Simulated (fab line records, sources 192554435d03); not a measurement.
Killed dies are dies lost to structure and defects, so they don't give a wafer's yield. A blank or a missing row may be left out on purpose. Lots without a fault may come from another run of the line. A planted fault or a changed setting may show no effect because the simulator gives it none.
Problem report in the 8D (eight disciplines) form, filled by code | flow n5_finfet | the parts of the form that need people (team, actions taken, sign-off) are left out

1. THE PROBLEM
cd_nm at N5_MIM_BOT_LITHO_CD_MEAS_08 reads a mean of 3040.2 nm on 6 wafers of 3 lots; wafers without a fault read 3001.4 nm with a standard deviation of 2.3. That is +17 standard deviations from the usual mean.
The step: target cd 3000 nm.
First seen on wafer L195.6, day 16 01:06, on cd_sem-03. The record holds 33 wafers of 11 lots with a number at this step. Rule for "out", or "out of limits": more than 4 standard deviations from the usual mean. The other wafers with a number count as sound.

2. WHAT IT IS AND WHAT IT IS NOT
question                    | is                                             | is not
which readings at this step | cd_nm                                          | -
which lots                  | L194, L195, L196                               | L181, L184, L188, L189, L198, L199, L201, L202
which wafers of those lots  | L194.2, L194.4, L194.6, L195.6, L196.2, L196.6 | L195.3, L195.5, L196.1
read on which gauges        | cd_sem-02, cd_sem-03                           | cd_sem-01
when                        | from day 16 01:06                              | up to then (14 sound wafers); but 13 sound wafers of L196, L198, L199, L201, L202 came after

3. SUSPECTS, AND WHAT RULES EACH OUT
Counting: a tool at a process step up to the reading stays a suspect if it ran every lot that is out. Sound lots after the first of them don't rule it out here, since some wafers of a struck lot are sound.
- the gauge at N5_MIM_BOT_LITHO_CD_MEAS_08: ruled out. The wafers that are out were read on 2 gauges (cd_sem-02, cd_sem-03).
- pvd_sputter-02 at N5_MIM_BOT_DEGAS_01 (time 60 s): kept. It ran every lot that is out, first L195 (day 15 20:38); its last sound lot up to then is L184 (day 13 07:49).
- krf_scanner-01 at N5_MIM_BOT_LITHO_EXPOSE_05 (exposes mask MIM BOT): kept. It ran every lot that is out, first L195 (day 16 00:56); its last sound lot up to then is L189 (day 14 14:01).
Left after counting: pvd_sputter-02 at N5_MIM_BOT_DEGAS_01, krf_scanner-01 at N5_MIM_BOT_LITHO_EXPOSE_05.

4. THE CAUSE (what the simulator had put in)
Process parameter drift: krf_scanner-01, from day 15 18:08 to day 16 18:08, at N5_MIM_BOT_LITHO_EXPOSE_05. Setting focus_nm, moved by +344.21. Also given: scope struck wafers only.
Counting left 2 suspects, and this tool is among them.

5. THE CHAIN OF EFFECTS, in route order
Each row: a reading whose mean over the struck wafers that have a number lies more than 3 standard deviations from the usual. Only readings for which the record gives a usual standard deviation are gone through. hours: the time from each lot's start at the first step in this table that gives one to its start at this step, as a median over the lots. sigmas: the change in usual standard deviations.
hours | step                        | reading | usual     | on struck wafers | change | sigmas
0     | N5_MIM_BOT_LITHO_CD_MEAS_08 | cd_nm   | 3001.4 nm | 3040.2           | +38.8  | +17
Later measuring or inspecting steps at which every struck wafer that the step has a row for has a number for every such reading, and none has moved that far: N5_MIM_BOT_LITHO_OVL_MEAS_11.

6. WHAT WOULD HAVE CAUGHT IT SOONER
In this record the first reading out of limits at a measuring or inspecting step was taken at day 16 01:06, 7 hours after the fault began at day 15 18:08.
Of the lots that are out (3), L194, L196 began N5_MIM_BOT_LITHO_EXPOSE_05 on krf_scanner-01 after day 16 01:06. A hold on the tool at that time would have spared those 2.
